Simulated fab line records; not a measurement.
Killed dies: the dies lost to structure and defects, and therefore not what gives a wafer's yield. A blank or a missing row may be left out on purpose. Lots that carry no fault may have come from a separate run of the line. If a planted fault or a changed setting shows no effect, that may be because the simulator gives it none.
Split-lot experiment	flow n5 finfet	on a route of 1938 steps: 7 lots, 39 wafers read

## SPLIT DETAILS
At N5_BEOL_M11_ILD_DEP_00 (deposits SiCOH lowk from DEMS/porogen, target thk 308.51 nm, time 58 s), the setting target thk a was moved away from the recipe's 3085.1 angstrom on 12 of the 39 wafers read, by -49.6% to +45.3%. This setting was run at the recipe's value on the other wafers.

## FROM SPLIT TO READING: 1 step shown by the file between the two
- N5_BEOL_M11_CURE_71: cures SiCOH lowk, time 240 s

## THE READING
M11_ILD_THK (nm), taken at N5_BEOL_M11_THK_MEAS_01. A value of 268 nm with a standard deviation of 3.7 nm is what fault-free wafers of this fab line usually give.

wafer	tool, chamber at the split	target thk a as run, angstrom	against the recipe	M11_ILD_THK, nm	against lot-mates on the recipe
L074.1	pecvd-02, 1	3085.1	recipe	263	-
L074.2	pecvd-02, 2	4284	+38.9%	373	+106
L074.3	pecvd-02, 0	4284	+38.9%	368	+101
L074.4	pecvd-02, 0	4284	+38.9%	379	+112
L074.5	pecvd-02, 1	3085.1	recipe	265	-
L074.6	pecvd-02, 2	3085.1	recipe	272	-
L077.1	pecvd-02, 1	3085.1	recipe	265	-
L077.2	pecvd-02, 2,0	4018	+30.2%	347	+78
L077.3	pecvd-02, 2,0	4018	+30.2%	347	+78
L077.4	pecvd-02, 1	3085.1	recipe	270	-
L077.5	pecvd-02, 2	3085.1	recipe	272	-
L077.6	pecvd-02, 0	4018	+30.2%	352	+83
L081.1	pecvd-04, 1	4482	+45.3%	386	+116
L081.2	pecvd-04, 0	3085.1	recipe	267	-
L081.3	pecvd-04, 2	4482	+45.3%	394	+124
L081.4	pecvd-04, 1	3085.1	recipe	269	-
L081.5	pecvd-04, 2	3085.1	recipe	273	-
L081.6	pecvd-04, 0	4482	+45.3%	393	+123
L080.1	pecvd-01, 2	1555	-49.6%	130	-139
L080.2	pecvd-01, 1	3085.1	recipe	265	-
L080.3	pecvd-01, 0	1555	-49.6%	135	-134
L080.4	pecvd-01, 0	3085.1	recipe	273	-
L080.5	pecvd-01, 1	3085.1	recipe	270	-
L080.6	pecvd-01, 2	1555	-49.6%	133	-136
L085.1	pecvd-02, 0	3085.1	recipe	263	-
L085.2	pecvd-02, 1	3085.1	recipe	263	-
L085.3	pecvd-02, 2	3085.1	recipe	262	-
L085.4	pecvd-02, 0	3085.1	recipe	266	-
L085.5	pecvd-02, 2	3085.1	recipe	265	-
L085.6	pecvd-02, 1	3085.1	recipe	268	-
L095.2	pecvd-01, 1	3085.1	recipe	263	-
L095.3	pecvd-01, 0	3085.1	recipe	271	-
L095.6	pecvd-01, 1	3085.1	recipe	270	-
L097.1	pecvd-02, 0	3085.1	recipe	268	-
L097.2	pecvd-02, 2	3085.1	recipe	265	-
L097.3	pecvd-02, 1	3085.1	recipe	271	-
L097.4	pecvd-02, 0	3085.1	recipe	275	-
L097.5	pecvd-02, 2	3085.1	recipe	274	-
L097.6	pecvd-02, 1	3085.1	recipe	272	-
Where a row lists several chambers, the file gives one row for several wafers and doesn't say which wafer went through which chamber.

THE FIT
A straight line over all 39 wafers: M11_ILD_THK changes by +2.71 nm for each +1% of target thk a; r = +1.00; the points scatter about the line by 3.8 nm.
The same after taking each lot's own level away (the mean of its wafers on the recipe; 39 wafers): +2.72 nm for each +1%; r = +1.00; scatter 3.4 nm.
That fit puts the effect of the largest move of target thk a on the reading at 1.3e+02 nm.
From 264.5 to 270.8 nm: that is the span of the lots' own levels, equal to 1.7 times the standard deviation above.
The two slopes agree, so the slope changes little with the lot-to-lot level.
Check: with one of the wafers moved furthest among these (-49.6%) left out of the fit, the line predicts -134 nm for it against its lot-mates. It came out at -139 nm against them.

## THE WHOLE CHAIN: every reading that the file lists as answering this split, in the file's order
step	what it does	reading	change (the file's fit)	r (the file's)
N5_BEOL_M11_ILD_DEP_00	deposits SiCOH lowk from DEMS/porogen, target thk 308.51 nm, time 58 s	SiCOH_lowk_of_BEOL_M11_ILD_DEP_00.thk nm (the simulator's own value, which no gauge read)	+3.07 nm for each +1% of the setting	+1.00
N5_BEOL_M11_CURE_71	cures SiCOH lowk, time 240 s	SiCOH_lowk_of_BEOL_M11_ILD_DEP_00.thk nm (the simulator's own value, which no gauge read)	+2.71 nm for each +1% of the setting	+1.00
N5_BEOL_M11_THK_MEAS_01		M11_ILD_THK	+2.71 for each +1% of the setting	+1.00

## FILE'S OWN FIT
M11_ILD_THK changes by +2.71 nm for each +1% of target thk a, r = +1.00.
